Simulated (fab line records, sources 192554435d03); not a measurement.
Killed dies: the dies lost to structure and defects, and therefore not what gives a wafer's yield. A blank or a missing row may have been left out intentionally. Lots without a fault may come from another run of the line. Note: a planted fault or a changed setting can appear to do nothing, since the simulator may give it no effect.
Split-lot study :: flow n5Finfet :: on a route of 1938 steps: 7 lots, 21 wafers read

## ABOUT THE SPLIT
At N5_BEOL_M14_DEP_53 (deposits SiCN from 3MS/NH3, target thk 50 nm, time 17.8 s), the setting timeS was moved away from the recipe's 17.8 s on 9 of the 21 wafers read, by -13.5% to +13.4%. All remaining wafers had this setting at the recipe value.

Reading taken at the split's own step.

## THE READING
SiCN_of_BEOL_M14_DEP_53.thkNm (the simulator's own value, which no gauge read), in nm, at N5_BEOL_M14_DEP_53 (deposits SiCN from 3MS/NH3, target thk 50 nm, time 17.8 s). No usual value for it is given in the file. Across the 12 wafers here that went through the recipe, the average is 49.7 nm and the standard deviation 0.61 nm.

wafer: L083.1
tool, chamber at the split: pecvd-03, 1
timeS as run, s: 20.18
against the recipe: +13.4%
SiCN_of_BEOL_M14_DEP_53.thkNm, nm: 55.8
against lot-mates on the recipe: +6.0

wafer: L083.3
tool, chamber at the split: pecvd-03, 0
timeS as run, s: 20.18
against the recipe: +13.4%
SiCN_of_BEOL_M14_DEP_53.thkNm, nm: 55.6
against lot-mates on the recipe: +5.8

wafer: L083.4
tool, chamber at the split: pecvd-03, 1
timeS as run, s: 17.8
against the recipe: recipe
SiCN_of_BEOL_M14_DEP_53.thkNm, nm: 49.8
against lot-mates on the recipe: -

wafer: L082.1
tool, chamber at the split: pecvd-01, 2
timeS as run, s: 17.8
against the recipe: recipe
SiCN_of_BEOL_M14_DEP_53.thkNm, nm: 49.6
against lot-mates on the recipe: -

wafer: L082.4
tool, chamber at the split: pecvd-01, 1
timeS as run, s: 17.8
against the recipe: recipe
SiCN_of_BEOL_M14_DEP_53.thkNm, nm: 49.8
against lot-mates on the recipe: -

wafer: L082.5
tool, chamber at the split: pecvd-01, 2
timeS as run, s: 17.8
against the recipe: recipe
SiCN_of_BEOL_M14_DEP_53.thkNm, nm: 50.6
against lot-mates on the recipe: -

wafer: L084.1
tool, chamber at the split: pecvd-03, 1
timeS as run, s: 17.8
against the recipe: recipe
SiCN_of_BEOL_M14_DEP_53.thkNm, nm: 49.4
against lot-mates on the recipe: -

wafer: L084.2
tool, chamber at the split: pecvd-03, 0
timeS as run, s: 16.82
against the recipe: -5.5%
SiCN_of_BEOL_M14_DEP_53.thkNm, nm: 47
against lot-mates on the recipe: -2.4

wafer: L084.6
tool, chamber at the split: pecvd-03, 2
timeS as run, s: 16.82
against the recipe: -5.5%
SiCN_of_BEOL_M14_DEP_53.thkNm, nm: 48.6
against lot-mates on the recipe: -0.8

wafer: L085.1
tool, chamber at the split: pecvd-03, 0
timeS as run, s: 16.88
against the recipe: -5.2%
SiCN_of_BEOL_M14_DEP_53.thkNm, nm: 46.6
against lot-mates on the recipe: -3.6

wafer: L085.2
tool, chamber at the split: pecvd-03, 2
timeS as run, s: 17.8
against the recipe: recipe
SiCN_of_BEOL_M14_DEP_53.thkNm, nm: 50.4
against lot-mates on the recipe: -

wafer: L085.4
tool, chamber at the split: pecvd-03, 0
timeS as run, s: 17.8
against the recipe: recipe
SiCN_of_BEOL_M14_DEP_53.thkNm, nm: 50
against lot-mates on the recipe: -

wafer: L087.1
tool, chamber at the split: pecvd-04, 0
timeS as run, s: 17.8
against the recipe: recipe
SiCN_of_BEOL_M14_DEP_53.thkNm, nm: 49
against lot-mates on the recipe: -

wafer: L087.2
tool, chamber at the split: pecvd-04, 2
timeS as run, s: 17.8
against the recipe: recipe
SiCN_of_BEOL_M14_DEP_53.thkNm, nm: 49.2
against lot-mates on the recipe: -

wafer: L087.5
tool, chamber at the split: pecvd-04, 2
timeS as run, s: 17.8
against the recipe: recipe
SiCN_of_BEOL_M14_DEP_53.thkNm, nm: 50
against lot-mates on the recipe: -

wafer: L095.1
tool, chamber at the split: pecvd-04, 1
timeS as run, s: 17.8
against the recipe: recipe
SiCN_of_BEOL_M14_DEP_53.thkNm, nm: 48.4
against lot-mates on the recipe: -

wafer: L095.3
tool, chamber at the split: pecvd-04, 2
timeS as run, s: 20.19
against the recipe: +13.4%
SiCN_of_BEOL_M14_DEP_53.thkNm, nm: 55.8
against lot-mates on the recipe: +7.4

wafer: L095.6
tool, chamber at the split: pecvd-04, 2
timeS as run, s: 20.19
against the recipe: +13.4%
SiCN_of_BEOL_M14_DEP_53.thkNm, nm: 57
against lot-mates on the recipe: +8.6

wafer: L097.1
tool, chamber at the split: pecvd-03, 2
timeS as run, s: 17.8
against the recipe: recipe
SiCN_of_BEOL_M14_DEP_53.thkNm, nm: 50.4
against lot-mates on the recipe: -

wafer: L097.2
tool, chamber at the split: pecvd-03, 0
timeS as run, s: 15.39
against the recipe: -13.5%
SiCN_of_BEOL_M14_DEP_53.thkNm, nm: 43.4
against lot-mates on the recipe: -7.0

wafer: L097.4
tool, chamber at the split: pecvd-03, 2
timeS as run, s: 15.39
against the recipe: -13.5%
SiCN_of_BEOL_M14_DEP_53.thkNm, nm: 44.4
against lot-mates on the recipe: -6.0

FIT RESULTS
A straight line over all 21 wafers: SiCN_of_BEOL_M14_DEP_53.thkNm changes by +0.455 nm for each +1% of timeS; r = +0.98; the points scatter about the line by 0.69 nm.
The same after taking each lot's own level away (the mean of its wafers on the recipe; 21 wafers): +0.498 nm for each +1%; r = +0.98; scatter 0.79 nm.
That fit puts the effect of the largest move of timeS on the reading at 6.7 nm.
The lots' own levels span 48.40 to 50.40 nm, that is 3.3 times the standard deviation above.
The two slopes agree, so the slope changes little with the lot-to-lot level.
Check: with one of the wafers moved furthest among these (-13.5%) left out of the fit, the line predicts -6.49 nm for it against its lot-mates. Against them it came out at -7 nm.

## THESE WAFERS: OTHER SPLITS
These wafers also went through other splits before the reading. Each is held against what the fit with the lots' levels taken away leaves over:
other split on the same wafers: N5_BEOL_M14_EXPOSE_25 doseMj
wafers away from the commonest value: 8
r with SiCN_of_BEOL_M14_DEP_53.thkNm (lot level and that fit taken away): -0.11

## THE FILE'S OWN FIT
SiCN_of_BEOL_M14_DEP_53.thkNm changes by +0.503 nm for each +1% of timeS, r = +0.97.
